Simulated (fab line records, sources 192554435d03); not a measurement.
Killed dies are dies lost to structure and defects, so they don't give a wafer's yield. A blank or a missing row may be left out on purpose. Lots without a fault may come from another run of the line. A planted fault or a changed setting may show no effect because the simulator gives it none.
Chamber matching | flow n5_finfet | N5_BEOL_M0_SAQP_ETCH_88 on rie_diel-01: 4 sister chambers
The step etches underlayer in N2/H2, target depth 6.5 nm, time 5.2 s. 16 wafers are shown with their chamber, then 8 later ones without.

WAFERS WITH THEIR CHAMBER
wafer  | chamber | showerhead_plenum_p_Torr (Torr) | throttle_valve_pct (%) | oes_product_au (a.u.)
L076.2 | 2       | 2.52                            | 18.37                  | 0.60
L076.5 | 1       | 2.59                            | 17.74                  | 0.77
L076.6 | 2       | 2.52                            | 18.39                  | 0.61
L078.1 | 1       | 2.59                            | 17.73                  | 0.77
L078.3 | 0       | 2.60                            | 18.01                  | 0.76
L078.6 | 0       | 2.60                            | 18.02                  | 0.77
L079.3 | 0       | 2.60                            | 18.01                  | 0.77
L079.5 | 2       | 2.52                            | 18.41                  | 0.60
L079.6 | 0       | 2.60                            | 18.05                  | 0.74
L080.1 | 2       | 2.51                            | 18.42                  | 0.60
L080.4 | 0       | 2.60                            | 18.01                  | 0.75
L080.5 | 2       | 2.52                            | 18.39                  | 0.60
L085.2 | 1       | 2.58                            | 17.72                  | 0.74
L085.3 | 3       | 2.43                            | 17.92                  | 0.60
L085.6 | 0       | 2.60                            | 18.08                  | 0.75
L087.2 | 2       | 2.51                            | 18.42                  | 0.58

SIGNATURES (means of the wafers above)
reading                  | chamber 0 | chamber 1 | chamber 2 | chamber 3 | scatter within a chamber
showerhead_plenum_p_Torr | 2.6000    | 2.5867    | 2.5167    | 2.4300    | 0.00408
throttle_valve_pct       | 18.0300   | 17.7300   | 18.4000   | 17.9200   | 0.0231
oes_product_au           | 0.7567    | 0.7600    | 0.5983    | 0.6000    | 0.0123
Rule: a wafer's distance from a chamber is the root of the sum, over the readings, of the square of ((its reading less the chamber's mean) divided by the reading's scatter). The wafer belongs to the nearest chamber; if the next one is less than 2 further off, it can't be placed. The scatter: the root of (the sum of the squares of (reading less its chamber's mean) over the shown wafers, divided by (wafers less chambers)).

WAFERS WITHOUT THEIR CHAMBER
wafer  | showerhead_plenum_p_Torr (Torr) | throttle_valve_pct (%) | oes_product_au (a.u.)
L087.3 | 2.43                            | 17.95                  | 0.59
L087.6 | 2.59                            | 18.06                  | 0.74
L090.1 | 2.59                            | 18.05                  | 0.75
L090.4 | 2.51                            | 18.43                  | 0.59
L090.6 | 2.59                            | 18.06                  | 0.75
L092.2 | 2.59                            | 18.08                  | 0.73
L092.4 | 2.58                            | 17.76                  | 0.73
L092.6 | 2.50                            | 18.46                  | 0.58

WHICH CHAMBER EACH WENT THROUGH
wafer  | from the rows above | in truth
L087.3 | 3                   | 3
L087.6 | 0                   | 0
L090.1 | 0                   | 0
L090.4 | 2                   | 2
L090.6 | 0                   | 0
L092.2 | 0                   | 0
L092.4 | 1                   | 1
L092.6 | 2                   | 2
Placed correctly: 8 of 8. Can't be placed from these rows: 0. Placed wrongly: 0.
